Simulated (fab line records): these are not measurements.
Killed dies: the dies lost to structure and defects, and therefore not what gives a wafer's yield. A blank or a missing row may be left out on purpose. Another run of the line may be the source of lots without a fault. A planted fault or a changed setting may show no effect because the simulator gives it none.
Chamber matching | flow nandHarc | rieDiel-11 running NHARC_A_CHANNEL_FILL_D2_ETCHBACK_08: 4 sister chambers
The step etches the open film in C4F8, target depth 220 nm, time 110 s. 8 wafers are shown with their chamber, then 7 later ones without.

WAFERS PAIRED WITH THEIR CHAMBERS
wafer  | chamber | rfVppV (V) | runLengthS (s)
L589.5 | 3       | 437.8      | 131.3
L598.2 | 0       | 441.8      | 130.9
L598.6 | 0       | 438.7      | 130.9
L599.1 | 1       | 443.7      | 131.3
L599.5 | 1       | 441.4      | 131.5
L599.6 | 2       | 438.9      | 131.0
L602.1 | 3       | 438.2      | 131.2
L602.2 | 2       | 440.8      | 131.2

WAFERS WHOSE CHAMBER IS MISSING
wafer  | rfVppV (V) | runLengthS (s)
L602.4 | 439.2      | 131.0
L601.1 | 441.3      | 131.4
L601.3 | 440.2      | 131.1
L601.5 | 441.5      | 131.5
L603.1 | 437.4      | 131.0
L603.4 | 438.3      | 131.5
L603.6 | 442.8      | 131.5

EACH ONE'S CHAMBER
wafer  | from the rows above          | in truth
L602.4 | can't be placed: 2 or 0 or 3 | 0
L601.1 | can't be placed: 1 or 3      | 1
L601.3 | can't be placed: 2 or 0 or 3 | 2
L601.5 | 1                            | 1
L603.1 | can't be placed: 2 or 0 or 3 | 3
L603.4 | can't be placed: 3 or 1 or 2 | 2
L603.6 | 1                            | 1
Placed correctly: 2 of 7. These rows do not allow placing 5 (true chamber among the candidates in 5). Wrongly placed: 0.
How it was worked out, from the rows above alone: a wafer's distance from a chamber is the root of the sum, over the readings, of the square of ((its reading less the chamber's mean) divided by the reading's scatter). The wafer belongs to the nearest chamber; if the next one is less than 2 further off, it can't be placed. A chamber's mean is the mean of its shown wafers. The scatter: the root of (the sum of the squares of (reading less its chamber's mean) over the shown wafers, divided by (wafers less chambers)).
